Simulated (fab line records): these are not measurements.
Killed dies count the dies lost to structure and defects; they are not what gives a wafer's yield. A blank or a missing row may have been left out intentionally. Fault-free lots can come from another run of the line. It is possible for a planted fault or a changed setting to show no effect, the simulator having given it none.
Struck lot and sound lot, side by side || flow n5Finfet || 15 out of 1938 route steps
Sound: wafers L370.1, L370.2, L370.6. The struck wafers were L378.1, L378.4. The cause is named last.
Each step with rows lists, per side, the tool, then ch with its chambers, then its first start. Under that, the readings that differ: sound wafers || struck wafers || difference of the means || sigmas: that difference in standard deviations of wafers without a fault.
alike: same words and numbers on both sides, and readings whose means sit less than 2 such deviations apart. not compared: any withheld reading, any reading some wafer has no value for, any bound like >300 that may hide the same value, and any number with overlapping values for which the record gives no deviation.
The two part at a step that has a row with sigmas, a row that says differs or no value, or rows on one side only. Numbers that have no deviation but don't overlap get no sigmas and don't part them. A reading missing from all wafers of one side parts the sides only when that side holds two or more wafers.

N5_START_INSPECT_01: inspects for defects (unpatterned scan).
  sound: defectInspect-02 at day 2 12:02; struck: defectInspect-01 at day 4 12:02
  alike: rawDefectCount
then, 2 steps without rows for these wafers: N5_ZERO_LAYER_PRECLEAN_00 (cleans in SPM, time 600 s); N5_ZERO_LAYER_SRD_01 (time 30 s, dry time 30 s).
N5_ZERO_LAYER_PECVD_02: deposits SiO2 from SiH4/N2O, target thk 10 nm, time 6 s.
  sound on pecvd-04 ch 0,2, day 2 12:17; struck on pecvd-04 ch 0,1, day 4 12:17
  alike: heaterPowerW, showerheadPlenumPTorr
then, 4 steps without rows for these wafers: N5_ZERO_LAYER_HMDS_04 (time 60 s); N5_ZERO_LAYER_COAT_05 (resist thk 1000 nm); N5_ZERO_LAYER_EBR_07; N5_ZERO_LAYER_SOFTBAKE_06 (time 90 s).
N5_ZERO_LAYER_EXPOSE_08: exposes mask ZERO, defocus 0 nm, target cd 2000 nm.
  sound on krfScanner-01 ch 0, day 2 12:35; struck on krfScanner-02 ch 0, day 4 12:35
  alike: mask
then, 3 steps without rows for these wafers: N5_ZERO_LAYER_PEB_09; N5_ZERO_LAYER_DEVELOP_10 (develop time 60 s); N5_ZERO_LAYER_HARDBAKE_23 (time 120 s).
N5_ZERO_LAYER_CD_MEAS_11: the cd target is 2000 nm.
  sound on cdSem-03 ch 0, day 2 12:46; struck on cdSem-02 ch 0, day 4 12:46
{"reading": "cdNm (nm)", "sound": "1998.7 2000.3 1999.7", "struck": "2004.7 2005.3", "difference": "+5.4", "sigmas": "+4"}
N5_ZERO_LAYER_DESCUM_16: chemistry O2, time 7.9 s.
  sound on rieDiel-04 ch 1,2, day 2 12:48; struck on rieDiel-04 ch 0,3, day 4 12:57
  alike: drypumpMotorCurrentA, oesProductAu, rfVppV, showerheadPlenumPTorr, throttleValvePct
  not compared: rfHoursCounterH
-- a jump in the record: the struck wafers' starts before and after are 6 days apart (it breaks off in module ZERO_LAYER and resumes in module BEOL_M4, where the first step shown is number 1111 of the route) --
N5_BEOL_M4_RC_MEAS_101:
  sound on prober-01 ch 0, day 9 00:40; struck on prober-01 ch 0, day 10 23:15
  alike: DIBL_N, DIBL_P, IOFF_N, IOFF_P, ION_N, ION_P, SS_N, SS_P, VT_N, VT_P

WHERE THEY PART
Within this record, at N5_ZERO_LAYER_CD_MEAS_11 only. Later steps at which nothing parts them and some readings are alike: N5_ZERO_LAYER_DESCUM_16, N5_BEOL_M4_RC_MEAS_101.

WHY: what had been put in by the simulator
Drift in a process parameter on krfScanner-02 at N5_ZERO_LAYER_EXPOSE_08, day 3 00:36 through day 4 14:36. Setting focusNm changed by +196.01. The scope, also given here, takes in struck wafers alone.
